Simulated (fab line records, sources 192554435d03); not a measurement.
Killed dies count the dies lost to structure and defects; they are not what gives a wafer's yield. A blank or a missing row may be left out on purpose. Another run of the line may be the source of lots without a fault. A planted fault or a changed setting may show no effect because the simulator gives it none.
fab line records	flow n5-finfet
record: lots: 9	wafers: 23	last-day: 18
route steps=1938 shown BEOL_M4@1111 BEOL_M11@1569 PASSIVATION@1936
lots that met no fault: from a run of the same line without faults
start-h: start of the lot's first displayed wafer, in hours after the record's first day	wait-h: time in hours since the lot's previous step	" identical to the entry in the row above	L1.1+2: one row covering several wafers at once	- no value present, or no start provided	* or withheld: withheld	< > ~ a bound
route shown NAME@n: names a module that has steps shown in the file, with the first one's number in the route	usual: mean and standard deviation over wafers with no fault	same: alike in all rows	chamber/n: place in a boat	sites: the reading at each site	_std_site: their standard deviation	_edge_site: mean of outer sites minus mean of inner sites	radius-mm: how far each site lies from the wafer's centre	mask NAME#n: copy n	behind: the most recent tool/chamber to have shaped the wafer	hold: what put the lot on hold/how long, in hours/how the hold closed	device: transistor that didn't switch, given as n, p or np	end of line: at the end of the route, the tests of the same wafers	a step with no rows: only its recipe	killed: count of dies lost to structure and defects at first sort (not the wafer's yield)	map: a wafer's dies, marking killed ones x, the rest . and places with no die _
set.NAME: the setting that was run; set.NAME@STEP: the one run at that earlier step	model.NAME: the simulator's own value behind a step, which no gauge read
route steps across a sampled set of lots; one table per step, one row per wafer
services: the hour from which a tool's chamber was out of use, counted from the record's first day as start-h (under 0 if before that day), plus the number of hours and why
== steps ==
step: N5_BEOL_M4_RC_MEAS_101
usual: DIBL_N: 36.3/2.2	DIBL_P: 36.0/2.4	IOFF_N: 0.16/0.042	IOFF_P: 0.22/0.041	ION_N: 672/14	ION_P: 462/7.9	SS_N: 71.7/0.76	SS_P: 73.3/0.72	VT_N: 250/3.6	VT_P: -249/3
lot.wafer	tool	chamber	start-h	wait-h	DIBL_N[mV/V]	DIBL_P[mV/V]	IOFF_N[nA/um]	IOFF_P[nA/um]	ION_N[uA/um]	ION_P[uA/um]	SS_N[mV/dec]	SS_P[mV/dec]	VT_N[mV]	VT_P[mV]
L954.1	prober-02	0	167.38	0.0	37.2	38.0	0.19	0.24	680	463	72.1	74.9	245	-252
L954.3	"	0	"	"	36.3	36.5	0.16	0.21	661	459	71.8	73.9	253	-251
L960.1	prober-01	0	205.20	0.0	32.6	30.9	0.10	0.14	651	450	71.1	71.5	256	-253
L960.2	"	0	"	"	35.4	35.6	0.16	0.20	671	460	71.6	72.7	248	-250
L960.6	"	0	"	"	35.2	34.7	0.14	0.18	661	454	72.3	72.0	248	-250
L962.1	prober-01	0	210.30	0.0	34.6	33.0	0.11	0.17	662	458	70.9	72.2	253	-253
L962.2	"	0	"	"	36.1	34.1	0.13	0.19	663	458	71.0	72.6	253	-250
L962.5	"	0	"	"	37.9	36.8	0.17	0.24	689	470	72.2	72.9	250	-246
L963.4	prober-01	0	213.71	0.5	35.3	34.9	0.14	0.18	674	457	71.3	73.5	252	-254
L963.6	"	0	"	"	34.7	34.5	0.12	0.17	661	461	71.5	72.8	255	-252
L964.4	prober-02	0	222.45	0.7	37.8	35.5	0.18	0.22	675	464	72.2	73.7	250	-248
L964.6	"	0	"	"	39.7	37.4	0.20	0.23	680	461	72.5	73.3	249	-248
L966.1	prober-02	0	243.44	0.0	40.4	38.4	0.35	0.28	682	459	75.0	73.8	244	-248
L966.2	"	0	"	"	36.1	35.9	0.17	0.22	662	457	71.7	73.2	249	-250
L966.6	"	0	"	"	36.4	36.5	0.17	0.23	650	448	72.5	73.4	250	-252
L969.1	prober-02	0	249.68	0.0	34.4	35.2	0.16	0.24	671	466	72.1	73.3	250	-245
L969.6	"	0	"	"	33.5	34.2	0.14	0.22	668	464	70.8	72.4	252	-246
L974.1	prober-02	0	316.38	0.0	36.8	37.1	0.18	0.24	679	464	72.0	73.5	247	-248
L974.4	"	0	"	"	36.5	38.0	0.20	0.26	706	483	71.7	73.3	243	-245
L974.5	"	0	"	"	36.3	37.4	0.18	0.23	692	467	71.8	73.1	248	-246
L976.2	prober-01	0	316.66	0.2	39.2	37.0	0.23	0.21	668	447	74.3	73.7	251	-253
L976.5	"	0	"	"	38.6	38.2	0.20	0.22	685	460	72.2	73.6	249	-251
L976.6	"	0	"	"	38.5	37.3	0.20	0.21	688	454	72.5	73.6	250	-250
step: N5_BEOL_M11_OVL_MEAS_29
recipe: points-per-wafer: 44
usual: V10_OVL: -0.2/0.68
lot.wafer	tool	chamber	start-h	wait-h	V10_OVL[nm]
L954.1	overlay-02	0	227.14	0.0	-1.0
L954.3	"	0	"	"	-0.7
L960.1	overlay-01	0	258.57	0.0	1.2
L960.2	"	0	"	"	0.7
L960.6	"	0	"	"	1.6
L962.1	overlay-01	0	265.92	0.0	0.6
L962.2	"	0	"	"	0.3
L962.5	"	0	"	"	-0.6
L963.4	overlay-01	0	278.81	0.0	0.0
L963.6	"	0	"	"	0.6
L964.4	overlay-01	0	281.79	0.0	-0.4
L964.6	"	0	"	"	0.8
L966.1	overlay-01	0	305.75	0.0	-0.7
L966.2	"	0	"	"	-0.2
L966.6	"	0	"	"	0.2
L969.1	overlay-02	0	314.68	0.0	-0.7
L969.6	"	0	"	"	-0.3
L974.1	overlay-01	0	387.76	0.0	-0.4
L974.4	"	0	"	"	0.4
L974.5	"	0	"	"	-0.1
L976.2	overlay-01	0	387.93	0.0	-1.8
L976.5	"	0	"	"	-0.1
L976.6	"	0	"	"	-0.5
step: N5_BEOL_M11_ETCH_66
recipe: chemistry: N2/H2	target: SOC	target-depth-a: 1200	overetch-a: 240	mask-material: SiARC	temp-c: 40	time-s: 180	ion-energy-ev: 200	pressure-mtorr: 30	source-w: 840	bias-w: 150	n2-flow-sccm: 200	h2-flow-sccm: 200
usual: chamber-pressure-mTorr: 30.002/0.027	drypump-motor-current-A: 5.5/0.48	oes-product-au: 0.62/0.051	rf-vpp-V: 524.2/1.8	showerhead-plenum-p-Torr: 2.55/0.061	throttle-valve-pct: 17.91/0.18
lot.wafer	tool	chamber	start-h	wait-h	chamber-pressure-mTorr	drypump-motor-current-A	oes-product-au	rf-hours-counter-h	rf-vpp-V	showerhead-plenum-p-Torr	throttle-valve-pct
L954.1	rie-diel-06	3	227.29	0.0	30.031	6.3	0.73	18	522.5	2.51	17.80
L954.3	"	0	"	"	30.017	4.9	0.54	244	522.0	2.51	17.68
L960.1	rie-diel-04	3	259.12	0.0	30.001	5.3	0.66	77	524.8	2.57	17.74
L960.2	"	1	"	"	29.981	6.1	0.59	192	526.9	2.63	17.87
L960.6	"	2	"	"	30.010	5.0	0.66	-	521.2	2.45	17.90
L962.1	rie-diel-02	3	266.07	0.0	29.995	5.0	0.59	195	525.6	2.65	17.83
L962.2	"	1	"	"	29.986	5.7	0.62	167	524.7	2.54	17.92
L962.5	"	3	"	"	30.028	4.9	0.59	-	525.4	2.65	17.84
L963.4	rie-diel-06	0	278.96	0.0	29.986	4.9	0.75	5	522.4	2.51	17.28
L963.6	"	0	"	"	30.007	4.9	0.75	-	523.3	2.51	17.29
L964.4	rie-diel-02	3	282.24	0.0	29.999	4.9	0.59	199	525.3	2.65	17.82
L964.6	"	0	"	"	30.032	5.3	0.56	-	524.4	2.51	18.29
L966.1	rie-diel-04	1	305.90	0.0	30.032	6.1	0.59	205	526.3	2.63	17.87
L966.2	"	3	"	"	29.995	5.3	0.64	89	524.3	2.57	17.78
L966.6	"	1	"	"	30.011	6.1	0.59	-	525.7	2.63	17.88
L969.1	rie-diel-04	3	314.82	0.0	30.001	5.3	0.64	91	524.7	2.57	17.78
L969.6	"	0	"	"	30.050	5.1	0.61	-	524.2	2.54	17.76
L974.1	rie-diel-02	1	388.01	0.0	30.062	5.7	0.60	197	524.6	2.53	17.96
L974.4	"	3	"	"	30.036	5.0	0.57	224	525.1	2.64	17.88
L974.5	"	1	"	"	30.043	5.7	0.61	-	523.2	2.53	17.98
L976.2	rie-diel-04	1	388.31	0.0	30.003	6.1	0.58	226	525.6	2.62	17.91
L976.5	"	0	"	"	30.036	5.1	0.60	-	524.9	2.53	17.79
L976.6	"	1	"	"	30.022	6.1	0.58	-	525.4	2.62	17.94
step: N5_BEOL_M11_CMP_52
recipe: stop-on: SiCOH_lowk	t-overpolish-s: 7	down-force-psi: 1	platen-rpm: 50	clearing-platen-down-force-psi: 1.5	clearing-platen-rpm: 50	post-cmp-clean: cu-alkaline	target-thk-nm: 140	clearing-platen-pad-velocity-m-s: 0.99484	pad-velocity-m-s: 0.99484
usual: barrier-field-endpoint-s: 29.1/0.77	clearing-platen-rpm: 49.997/0.027	motor-current-A: 5.8/0.79	overpolish-run-s: 7.000/0.0089	retaining-ring-pressure-frac: 1.000/0.0049	time-to-endpoint-s: 67/3.6
lot.wafer	tool	chamber	start-h	wait-h	barrier-field-endpoint-s	clearing-platen-rpm	motor-current-A	overpolish-run-s	retaining-ring-pressure-frac	time-to-endpoint-s
L954.1	cmp-01	2	232.38	0.3	29.7	49.972	6.8	6.979	1.009	68
L954.3	"	0	"	"	29.9	49.995	6.4	7.007	1.003	67
L960.2	cmp-01	3	261.80	0.4	28.8	49.937	6.3	6.988	1.006	71
L960.1	"	0	"	"	29.9	50.010	6.2	7.003	0.998	70
L960.6	"	1	"	"	29.4	50.003	5.8	7.008	1.002	67
L962.1	cmp-01	1	269.41	0.3	28.0	50.038	6.0	6.994	0.992	65
L962.2	"	2	"	"	29.4	49.976	6.6	7.003	1.003	69
L962.5	"	0	"	"	29.4	50.036	6.3	6.999	0.991	69
L963.4	cmp-01	0	281.39	0.2	46.8	50.015	6.3	0.035	0.999	85
L963.6	"	2	"	"	46.8	50.011	6.7	0.037	1.000	86
L964.4	cmp-01	2	285.91	0.4	46.8	50.032	6.8	0.041	0.993	85
L964.6	"	0	"	"	46.8	49.974	6.3	0.028	1.011	84
L966.1	cmp-04	1	308.10	0.3	28.0	49.998	6.4	6.998	1.001	66
L966.2	"	2	"	"	28.2	50.031	6.1	7.012	0.998	65
L966.6	"	0	"	"	28.5	50.013	4.7	7.012	0.994	65
L969.1	cmp-01	1	317.77	0.3	29.5	49.981	5.7	6.983	1.004	60
L969.6	"	0	"	"	46.8	49.993	6.2	0.045	1.001	85
L974.4	cmp-04	1	390.54	0.1	28.5	50.045	6.5	7.003	0.998	63
L974.1	"	2	"	"	27.9	49.998	6.2	7.018	1.005	63
L974.5	"	2	"	"	28.2	49.985	6.2	6.998	1.011	63
L976.2	cmp-04	1	392.10	0.3	28.5	50.043	6.3	7.019	1.007	61
L976.6	"	2	"	"	28.3	50.013	6.2	7.011	0.998	63
L976.5	"	3	"	"	28.5	49.965	4.7	7.000	1.000	60
step: N5_BEOL_M11_THK_MEAS_53
recipe: thk-meas-gauge: xrf	reads: Cu_of_BEOL_M11_ECD_50
usual: M11_THK: 139.9/2.8
lot.wafer	tool	chamber	start-h	wait-h	M11_THK[nm]
L954.1	film-metro-01	-	232.64	-	147.0
L954.3	"	-	"	"	137.2
L960.1	film-metro-01	-	262.02	-	142.4
L960.2	"	-	"	"	139.1
L960.6	"	-	"	"	142.1
L962.1	film-metro-02	-	269.67	-	134.8
L962.2	"	-	"	"	139.4
L962.5	"	-	"	"	136.9
L963.4	film-metro-01	-	281.57	-	259.5
L963.6	"	-	"	"	262.3
L964.4	film-metro-01	-	286.13	-	273.4
L964.6	"	-	"	"	245.9
L966.1	film-metro-01	-	308.36	-	138.6
L966.2	"	-	"	"	139.0
L966.6	"	-	"	"	139.2
L969.1	film-metro-01	-	318.02	-	137.7
L969.6	"	-	"	"	265.6
L974.1	film-metro-01	-	390.83	-	138.4
L974.4	"	-	"	"	136.9
L974.5	"	-	"	"	138.8
L976.2	film-metro-01	-	392.29	-	137.1
L976.5	"	-	"	"	138.1
L976.6	"	-	"	"	136.9
step: N5_BEOL_M11_DEP_56
recipe: material: SiCN	target-thk-a: 300	temp-c: withheld	precursor: 3MS/NH3	pressure-torr: 3	rf-w: 675	time-s: 10.5
usual: showerhead-plenum-p-Torr: 4.165/0.027	throttle-valve-pct: 18.3/1.4
lot.wafer	tool	chamber	start-h	wait-h	showerhead-plenum-p-Torr	throttle-valve-pct
L954.1	pecvd-04	1	232.71	0.0	4.137	19.2
L954.3	"	2	"	"	4.175	17.8
L960.1	pecvd-04	1	262.08	0.0	4.134	19.4
L960.2	"	0	"	"	4.141	20.3
L960.6	"	2	"	"	4.194	17.8
L962.1	pecvd-02	0	269.73	0.0	4.132	17.3
L962.2	"	2	"	"	4.175	16.4
L962.5	"	0	"	"	4.132	17.5
L963.4	pecvd-02	2	281.65	0.0	4.167	16.1
L963.6	"	0	"	"	4.135	17.5
L964.4	pecvd-02	0	286.20	0.0	4.125	17.3
L964.6	"	1	"	"	4.169	19.1
L966.1	pecvd-04	2	308.42	0.0	4.180	17.8
L966.2	"	1	"	"	4.146	19.0
L966.6	"	1	"	"	4.123	19.2
L969.1	pecvd-03	0	318.08	0.0	4.216	19.8
L969.6	"	1	"	"	4.191	19.1
L974.1	pecvd-04	2	390.91	0.0	4.179	18.1
L974.4	"	0	"	"	4.136	20.4
L974.5	"	0	"	"	4.150	20.3
L976.2	pecvd-02	2	392.35	0.0	4.175	16.5
L976.5	"	1	"	"	4.166	18.9
L976.6	"	0	"	"	4.127	17.7
step: N5_BEOL_M11_INSPECT_58
recipe: inspect-instrument: darkfield	mode: post-dep
usual: raw-defect-count: 73/23
lot.wafer	tool	chamber	start-h	wait-h	raw-defect-count
L954.1	defect-inspect-02	-	232.82	0.0	64
L954.3	"	-	"	"	73
L960.1	defect-inspect-02	-	262.17	0.0	32
L960.2	"	-	"	"	78
L960.6	"	-	"	"	86
L962.1	defect-inspect-02	-	269.82	0.0	80
L962.2	"	-	"	"	98
L962.5	"	-	"	"	91
L963.4	defect-inspect-01	-	281.72	0.0	1061
L963.6	"	-	"	"	1111
L964.4	defect-inspect-02	-	286.28	0.0	1094
L964.6	"	-	"	"	1073
L966.1	defect-inspect-01	-	308.51	0.0	47
L966.2	"	-	"	"	73
L966.6	"	-	"	"	82
L969.1	defect-inspect-01	-	318.17	0.0	83
L969.6	"	-	"	"	1063
L974.1	defect-inspect-02	-	391.01	0.0	101
L974.4	"	-	"	"	73
L974.5	"	-	"	"	82
L976.2	defect-inspect-02	-	392.44	0.0	63
L976.5	"	-	"	"	86
L976.6	"	-	"	"	45
step: N5_PASSIVATION_PROBE_49
usual: defect-limited-yield: 91.3/1.7	killed_at_M0_to_M3: 33/9.9	killed_at_M4_up: 14/6.4	killed-at-contacts: 12/7	killed-at-front-end: 41/13	killed-at-other: 3.1/2.9	killed-dies: 103/20	killed-on-rim: 13/4	killed-open: 67/14	killed-short: 34/9.4	sort_bin_4_leakage: 0.03/0.24	sort_bin_5_function: 5.1/1.1	sort_bin_6_memory: 3.2/0.79	sort_bin_8_speed: 0.02/0.15	sort-n-pass: 1077/21	sort-yield-pct: 91.2/1.7
same: gross-dies: 1180	killed-at-back-side: 0
lot.wafer	tool	chamber	start-h	wait-h	defect-limited-yield[%]	killed_at_M0_to_M3	killed_at_M4_up	killed-at-contacts	killed-at-front-end	killed-at-other	killed-dies	killed-on-rim	killed-open	killed-short	sort_bin_4_leakage[%]	sort_bin_5_function[%]	sort_bin_6_memory[%]	sort_bin_8_speed[%]	sort-n-pass	sort-yield-pct[%]
L954.1	prober-02	-	265.56	0.0	92.0	29	15	11	37	2	94	12	66	27	0	5.2	2.6	0	1086	92.0
L954.3	prober-02	-	265.66	0.1	90.7	31	16	34	29	0	110	14	72	37	0	5.6	3.3	0	1070	90.7
L962.1	prober-01	-	304.99	0.0	90.7	27	16	6	55	6	110	12	58	48	0	5.9	2.9	0	1070	90.7
L962.2	prober-01	-	305.04	0.1	92.5	37	5	9	37	1	89	8	47	40	0	4.6	2.8	0	1091	92.5
L962.5	prober-01	-	305.19	0.2	91.9	27	8	6	49	6	96	14	54	40	0	5.2	2.7	0	1084	91.9
L960.1	prober-01	-	305.67	0.0	87.7	28	33	10	71	3	145	22	85	60	0	6.8	4.9	0.08	1034	87.6
L960.2	prober-01	-	305.72	0.1	88.6	39	30	13	50	2	134	20	76	49	0	6.5	3.9	0	1046	88.6
L960.6	prober-01	-	305.92	0.3	89.0	30	26	7	66	1	130	20	81	41	0	5.8	4.2	0	1050	89.0
L963.4	prober-01	-	319.17	0.2	0	32	1100	3	42	3	1180	152	62	31	0	4.7	3.1	0	0	0
L963.6	prober-01	-	319.27	0.3	0	14	1111	5	48	2	1180	152	55	30	0	3.9	3.1	0	0	0
L964.4	prober-02	-	324.97	0.2	0	40	1089	19	31	1	1180	152	56	45	0	5.1	3.3	0	0	0
L964.6	prober-02	-	325.07	0.3	0	26	1104	11	35	4	1180	152	57	25	0	4.4	2.4	0	0	0
L966.1	prober-01	-	345.45	0.0	91.5	17	29	13	37	4	100	12	71	25	2.46	5.2	2.7	0	1051	89.1
L966.2	prober-01	-	345.50	0.1	86.5	46	29	29	53	2	159	16	123	34	0	8.4	4.9	0	1021	86.5
L966.6	prober-01	-	345.70	0.3	90.8	32	25	21	25	6	109	18	74	28	0	5.4	3.2	0	1071	90.8
L969.1	prober-01	-	362.31	0.0	92.2	19	20	12	39	2	92	17	61	31	0	5.0	2.5	0	1088	92.2
L969.6	prober-01	-	362.56	0.3	0	14	1118	10	33	5	1180	152	59	26	0	3.9	3.0	0	0	0
L974.1	prober-01	-	431.59	0.0	93.2	25	12	7	33	3	80	11	57	23	0	3.4	3.0	0	1100	93.2
L974.4	prober-01	-	431.74	0.2	92.6	18	12	14	41	2	87	10	62	25	0	4.3	2.8	0	1093	92.6
L974.5	prober-01	-	431.79	0.2	91.4	33	20	11	35	2	101	11	76	25	0	4.7	3.6	0	1079	91.4
L976.2	prober-01	-	437.73	0.1	92.0	21	13	7	53	0	94	9	68	26	0	4.3	3.6	0	1086	92.0
L976.5	prober-01	-	437.88	0.2	89.8	37	8	11	60	4	120	12	85	34	0	6.2	3.8	0	1060	89.8
L976.6	prober-01	-	437.93	0.3	87.3	64	15	12	57	2	150	17	97	50	0	7.8	4.8	0	1030	87.3
killed by level:class
L954.1 FIN_SAQP:geometric-particle:open=16 BEOL_M3:geometric-particle:open=9 MOL_CONTACT_COAG:geometric-particle:open=8 BEOL_M2:geometric-particle:open=6 BEOL_M4:geometric-particle:open=6 FIN_SAQP:geometric-particle:short=5 BEOL_M0_SAQP:geometric-particle:open=5 STI_FIN_REVEAL:geometric-particle:open=3
L954.3 MOL_CONTACT_COAG:geometric-particle:open=20 MOL_CONTACT_COAG:geometric-particle:short=14 BEOL_M3:geometric-particle:open=11 STI_FIN_REVEAL:geometric-particle:open=6 BEOL_M2:geometric-particle:open=6 FIN_SAQP:geometric-particle:open=5 BEOL_M4:geometric-particle:open=5 GATE_CUT:geometric-particle:short=4
L962.1 FIN_SAQP:geometric-particle:short=19 FIN_SAQP:geometric-particle:open=7 STI_FIN_REVEAL:geometric-particle:open=6 BEOL_M0_SAQP:geometric-particle:open=6 BEOL_M4:geometric-particle:open=6 SPACER0:geometric-particle:open=5 MOL_CONTACT_COAG:geometric-particle:open=5 BEOL_M1:geometric-particle:open=5
L962.2 GATE_CUT:geometric-particle:short=10 BEOL_M0_SAQP:geometric-particle:open=7 BEOL_M3:geometric-particle:open=7 MOL_CONTACT_COAG:geometric-particle:open=6 BEOL_M1:geometric-particle:open=6 BEOL_M0_SAQP:geometric-particle:short=5 BEOL_M2:geometric-particle:open=5 BEOL_M1:geometric-particle:short=4
L962.5 STI_FIN_REVEAL:geometric-particle:open=16 FIN_SAQP:geometric-particle:short=13 MOL_CONTACT_COAG:geometric-particle:open=6 BEOL_M3:geometric-particle:open=6 BEOL_M4:geometric-particle:short=5 DUMMY_GATE:geometric-particle:open=4 BEOL_M0_SAQP:geometric-particle:open=4 BEOL_M1:geometric-particle:open=4
L960.1 FIN_SAQP:geometric-particle:short=26 BEOL_M4:geometric-particle:open=22 FIN_SAQP:geometric-particle:open=15 MOL_CONTACT_COAG:geometric-particle:open=8 BEOL_M0_SAQP:geometric-particle:open=6 STI_FIN_REVEAL:geometric-particle:open=6 GATE_CUT:geometric-particle:short=6 BEOL_M2:geometric-particle:short=5
L960.2 BEOL_M4:geometric-particle:open=16 BEOL_M0_SAQP:geometric-particle:open=12 MOL_CONTACT_COAG:geometric-particle:open=12 GATE_CUT:geometric-particle:short=11 FIN_SAQP:geometric-particle:short=10 HKMG_FIN:area-etch=9 BEOL_M2:geometric-particle:open=8 BEOL_M0_SAQP:geometric-particle:short=7
L960.6 BEOL_M4:geometric-particle:open=14 FIN_SAQP:geometric-particle:open=12 FIN_SAQP:geometric-particle:short=11 BEOL_M0_SAQP:geometric-particle:open=11 STI_FIN_REVEAL:geometric-particle:open=8 HKMG_FIN:area-etch=8 MOL_CONTACT_COAG:geometric-particle:open=6 DUMMY_GATE:geometric-particle:open=5
L963.4 BEOL_M11:area-cmp=1087 FIN_SAQP:geometric-particle:open=16 FIN_SAQP:geometric-particle:short=12 BEOL_M2:geometric-particle:open=7 BEOL_M3:geometric-particle:open=7 BEOL_M0_SAQP:geometric-particle:open=6 BEOL_M4:geometric-particle:open=4 GATE_CUT:geometric-particle:short=3
L963.6 BEOL_M11:area-cmp=1095 FIN_SAQP:geometric-particle:open=14 FIN_SAQP:geometric-particle:short=10 STI_FIN_REVEAL:geometric-particle:open=6 BEOL_M4:geometric-particle:open=6 BEOL_M5:geometric-particle:open=5 GATE_CUT:geometric-particle:open=4 GATE_CUT:geometric-particle:short=4
L964.4 BEOL_M11:area-cmp=1079 MOL_CONTACT_COAG:geometric-particle:open=14 BEOL_M0_SAQP:geometric-particle:short=13 BEOL_M0_SAQP:geometric-particle:open=9 BEOL_M2:geometric-particle:open=8 FIN_SAQP:geometric-particle:open=6 FIN_SAQP:geometric-particle:short=6 GATE_CUT:geometric-particle:short=6
L964.6 BEOL_M11:area-cmp=1098 FIN_SAQP:geometric-particle:open=10 MOL_CONTACT_COAG:geometric-particle:open=9 BEOL_M2:geometric-particle:open=7 BEOL_M3:geometric-particle:open=6 FIN_SAQP:geometric-particle:short=5 BEOL_M0_SAQP:geometric-particle:short=5 BEOL_M0_SAQP:geometric-particle:open=4
L966.1 BEOL_M4:geometric-particle:open=12 DUMMY_GATE:geometric-particle:open=7 MOL_CONTACT_COAG:geometric-particle:open=7 FIN_SAQP:geometric-particle:open=6 MOL_CONTACT_COAG:geometric-particle:short=5 BEOL_M2:geometric-particle:open=5 BEOL_M7:geometric-particle:open=5 DUMMY_GATE:geometric-particle:short=4
L966.2 MOL_CONTACT_COAG:geometric-particle:open=24 BEOL_M4:geometric-particle:open=16 BEOL_M1:geometric-particle:open=16 FIN_SAQP:geometric-particle:open=12 BEOL_M3:geometric-particle:open=12 STI_FIN_REVEAL:geometric-particle:open=9 DUMMY_GATE:geometric-particle:open=7 MOL_CONTACT_COAG:geometric-particle:short=5
L966.6 MOL_CONTACT_COAG:geometric-particle:open=17 BEOL_M4:geometric-particle:open=10 BEOL_M3:geometric-particle:open=9 BEOL_M2:geometric-particle:open=7 FIN_SAQP:geometric-particle:short=5 FIN_SAQP:geometric-particle:open=5 BEOL_M3:geometric-particle:short=5 DUMMY_GATE:geometric-particle:open=4
L969.1 FIN_SAQP:geometric-particle:open=10 MOL_CONTACT_COAG:geometric-particle:open=9 FIN_SAQP:geometric-particle:short=8 BEOL_M1:geometric-particle:open=8 DUMMY_GATE:geometric-particle:open=5 GATE_CUT:geometric-particle:short=5 BEOL_M7:geometric-particle:open=4 BEOL_M0_SAQP:geometric-particle:open=4
L969.6 BEOL_M11:area-cmp=1095 MOL_CONTACT_COAG:geometric-particle:open=10 BEOL_M4:geometric-particle:open=7 FIN_SAQP:geometric-particle:short=6 STI_FIN_REVEAL:geometric-particle:open=6 BEOL_M0_SAQP:geometric-particle:open=5 BEOL_M0_SAQP:geometric-particle:short=5 BEOL_M5:geometric-particle:open=5
L974.1 STI_FIN_REVEAL:geometric-particle:open=9 BEOL_M4:geometric-particle:open=9 BEOL_M2:geometric-particle:open=8 MOL_CONTACT_COAG:geometric-particle:open=6 STARTING-WAFER:geometric-particle:short=5 GATE_CUT:geometric-particle:open=4 FIN_SAQP:geometric-particle:open=3 BEOL_M0:geometric-particle:open=3
L974.4 MOL_CONTACT_COAG:geometric-particle:open=11 STI_FIN_REVEAL:geometric-particle:open=10 DUMMY_GATE:geometric-particle:open=9 BEOL_M2:geometric-particle:open=6 GATE_CUT:geometric-particle:short=5 FIN_SAQP:geometric-particle:open=4 BEOL_M4:geometric-particle:open=4 STARTING-WAFER:geometric-particle:short=4
L974.5 BEOL_M4:geometric-particle:open=16 MOL_CONTACT_COAG:geometric-particle:open=11 BEOL_M1:geometric-particle:open=8 STI_FIN_REVEAL:geometric-particle:open=7 BEOL_M2:geometric-particle:open=7 FIN_SAQP:geometric-particle:open=6 FIN_SAQP:geometric-particle:short=4 DUMMY_GATE:geometric-particle:open=3
L976.2 STI_FIN_REVEAL:geometric-particle:open=10 FIN_SAQP:geometric-particle:short=9 FIN_SAQP:geometric-particle:open=9 MOL_CONTACT_COAG:geometric-particle:open=7 BEOL_M0_SAQP:geometric-particle:open=7 DUMMY_GATE:geometric-particle:open=6 BEOL_M0_SAQP:geometric-particle:short=4 STARTING-WAFER:geometric-particle:short=3
L976.5 STI_FIN_REVEAL:geometric-particle:open=27 BEOL_M0_SAQP:geometric-particle:short=15 MOL_CONTACT_COAG:geometric-particle:open=10 STARTING-WAFER:geometric-particle:open=8 BEOL_M0_SAQP:geometric-particle:open=7 FIN_SAQP:geometric-particle:short=6 BEOL_M0:geometric-particle:open=6 FIN_SAQP:geometric-particle:open=5
L976.6 BEOL_M0_SAQP:geometric-particle:short=23 BEOL_M0_SAQP:geometric-particle:open=20 STI_FIN_REVEAL:geometric-particle:open=17 FIN_SAQP:geometric-particle:open=14 BEOL_M2:geometric-particle:open=11 MOL_CONTACT_COAG:geometric-particle:open=10 FIN_SAQP:geometric-particle:short=8 BEOL_M5:geometric-particle:open=6
== services ==
tool	chamber	start-h	hours	kind
pecvd-02	-	231.82	5.6	repair
pecvd-04	0	231.97	6.2	repair
rie-diel-06	3	235.37	2.3	repair
cmp-04	-	241.42	2.1	repair
cmp-04	-	249.30	1.0	repair
cmp-04	-	259.07	1.8	repair
cmp-01	-	281.83	4.0	pm
pecvd-04	1	281.92	2.1	scheduled-down
cmp-04	-	282.79	4.9	pm
cmp-01	-	285.83	-	consumable-replace:conditioner
cmp-01	-	285.83	-	consumable-replace:pad
rie-diel-06	1	295.74	3.9	repair
rie-diel-06	1	303.97	8.4	repair
pecvd-04	2	311.99	5.5	scheduled-down
cmp-04	-	325.74	2.8	repair
cmp-04	-	335.17	0.3	repair
cmp-01	-	337.59	2.7	repair
rie-diel-06	0	337.93	3.2	repair
rie-diel-04	3	342.35	3.4	repair
rie-diel-02	3	347.28	2.8	repair
rie-diel-04	0	359.94	1.7	repair
cmp-01	-	365.38	5.4	repair
cmp-04	-	371.89	4.3	pm
cmp-01	-	372.09	3.6	repair
== key ==
first-sign: step: N5_BEOL_M11_CMP_52	reading: overpolish-run-s	direction: down	sigmas: 99+	usual: 7.000	struck: 0.037
effect: step: N5_BEOL_M11_CMP_52	reading: barrier-field-endpoint-s	direction: up	sigmas: 23	usual: 29.1	struck: 46.8
effect: step: N5_BEOL_M11_THK_MEAS_53	reading: M11_THK	direction: up	sigmas: 44	usual: 139.9	struck: 261.3
effect: step: N5_BEOL_M11_INSPECT_58	reading: raw-defect-count	direction: up	sigmas: 44	usual: 73	struck: 1080
effect: step: N5_PASSIVATION_PROBE_49	reading: killed_at_M4_up	direction: up	sigmas: 99+	usual: 14	struck: 1104
more-kills-born-at: N5_BEOL_M11_CMP_52@cmp-01: 5454
met-at N5_BEOL_M11_CMP_52
struck-lots L963,L964,L969
struck-wafers L963.4,L963.6,L964.4,L964.6,L969.6
later-rows-left-out L963.4,L963.6,L964.4,L964.6,L969.6
not-acting-at N5_BEOL_M11_OVL_MEAS_29,N5_BEOL_M11_ETCH_66,N5_BEOL_M11_DEP_56
onset-between 269.41 281.39
fault: kind: process-parameter-drift	tool: cmp-01	chamber: -	onset-h: 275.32	steps: N5_BEOL_M11_CMP_52	channel: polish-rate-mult	offset: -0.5	shape: step	end-h: 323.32	scope: struck-wafers-only
later-rows-left-out: the simulator's readings of these wafers behind a module that went badly wrong aren't trusted and aren't shown, but for the sort
